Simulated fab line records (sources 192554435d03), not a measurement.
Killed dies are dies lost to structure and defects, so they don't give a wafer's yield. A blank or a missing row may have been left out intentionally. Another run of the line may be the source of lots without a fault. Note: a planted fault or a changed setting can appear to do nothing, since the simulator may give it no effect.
Matching of chambers / flow n5-finfet / 4 sister chambers for N5_BEOL_M5_STRIP_64 on rie-diel-05
The step strips in CF4. 4 wafers are shown with their chamber, then 8 later ones without.

WAFERS PAIRED WITH THEIR CHAMBERS
wafer=L082.5; chamber=2; showerhead-plenum-p-Torr (Torr)=1.82
wafer=L083.5; chamber=0; showerhead-plenum-p-Torr (Torr)=1.85
wafer=L085.4; chamber=1; showerhead-plenum-p-Torr (Torr)=1.71
wafer=L092.4; chamber=3; showerhead-plenum-p-Torr (Torr)=1.74

WAFERS WHOSE CHAMBER IS MISSING
wafer=L092.5; showerhead-plenum-p-Torr (Torr)=1.84
wafer=L092.6; showerhead-plenum-p-Torr (Torr)=1.71
wafer=L094.1; showerhead-plenum-p-Torr (Torr)=1.71
wafer=L094.4; showerhead-plenum-p-Torr (Torr)=1.74
wafer=L094.5; showerhead-plenum-p-Torr (Torr)=1.71
wafer=L095.2; showerhead-plenum-p-Torr (Torr)=1.81
wafer=L095.4; showerhead-plenum-p-Torr (Torr)=1.74
wafer=L095.6; showerhead-plenum-p-Torr (Torr)=1.84

CHAMBER TAKEN BY EACH
wafer=L092.5; from the rows above=can't be placed: 0 or 2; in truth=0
wafer=L092.6; from the rows above=1; in truth=1
wafer=L094.1; from the rows above=1; in truth=1
wafer=L094.4; from the rows above=3; in truth=3
wafer=L094.5; from the rows above=1; in truth=1
wafer=L095.2; from the rows above=2; in truth=2
wafer=L095.4; from the rows above=3; in truth=3
wafer=L095.6; from the rows above=can't be placed: 0 or 2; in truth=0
6 of 8 placed correctly. Not placeable from these rows: 2 (in 2, the candidates include the true chamber). Number placed wrongly: 0.
How it was worked out, from the rows above alone: a wafer's distance from a chamber is the root of the sum, over the readings, of the square of ((its reading less the chamber's mean) divided by the reading's scatter). If the next closest chamber is less than 2 further off than the closest, the wafer can't be placed; otherwise it belongs to the closest. The mean given for a chamber averages the wafers shown for that chamber. The scatter (one wafer shown for each chamber): square how far every hidden wafer sits from the nearest shown wafer, average those squares and take the square root.
